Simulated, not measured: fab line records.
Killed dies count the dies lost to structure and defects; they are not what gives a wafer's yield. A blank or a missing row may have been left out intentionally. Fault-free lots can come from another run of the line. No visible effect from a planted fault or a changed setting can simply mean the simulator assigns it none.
Chamber matching | flow n5 finfet | N5_SD_EPI_N_DESCUM_14 on rie diel-01 has 4 sister chambers
The step chemistry O2, time 7.9 s. 8 wafers are shown with their chamber, then 7 later ones without.

WAFERS WITH THEIR CHAMBER
wafer  | chamber | drypump motor current A (A) | throttle valve pct (%)
L074.3 | 0       | 5.7                         | 20.56
L079.1 | 3       | 6.5                         | 21.05
L079.4 | 0       | 5.7                         | 20.60
L084.2 | 2       | 5.1                         | 20.39
L084.4 | 2       | 5.1                         | 20.39
L084.5 | 1       | 5.9                         | 20.38
L085.2 | 3       | 6.5                         | 20.64
L085.4 | 1       | 5.8                         | 20.37

WAFERS MISSING THEIR CHAMBER
wafer  | drypump motor current A (A) | throttle valve pct (%)
L085.6 | 5.1                         | 20.39
L088.1 | 6.4                         | 20.66
L088.2 | 5.6                         | 20.23
L088.5 | 5.6                         | 20.22
L093.2 | 5.7                         | 20.24
L093.4 | 6.5                         | 20.67
L093.6 | 6.5                         | 20.70

WHICH CHAMBER EACH ONE RAN IN
wafer  | from the rows above | in truth
L085.6 | 2                   | 2
L088.1 | 3                   | 3
L088.2 | 0                   | 0
L088.5 | 0                   | 0
L093.2 | 0                   | 0
L093.4 | 3                   | 3
L093.6 | 3                   | 3
Placed correctly: 7 of 7. From these rows, 0 cannot be placed. Placed wrongly: 0.
How it was worked out, from the rows above alone: a wafer's distance from a chamber is the root of the sum, over the readings, of the square of ((its reading less the chamber's mean) divided by the reading's scatter). The wafer belongs to the nearest chamber; if the next one is less than 2 further off, it can't be placed. For every chamber, the mean is computed from those of its wafers that are shown. The scatter is the square root of a quotient: the sum, over the shown wafers, of each reading's squared deviation from its chamber's mean, divided by wafers minus chambers.
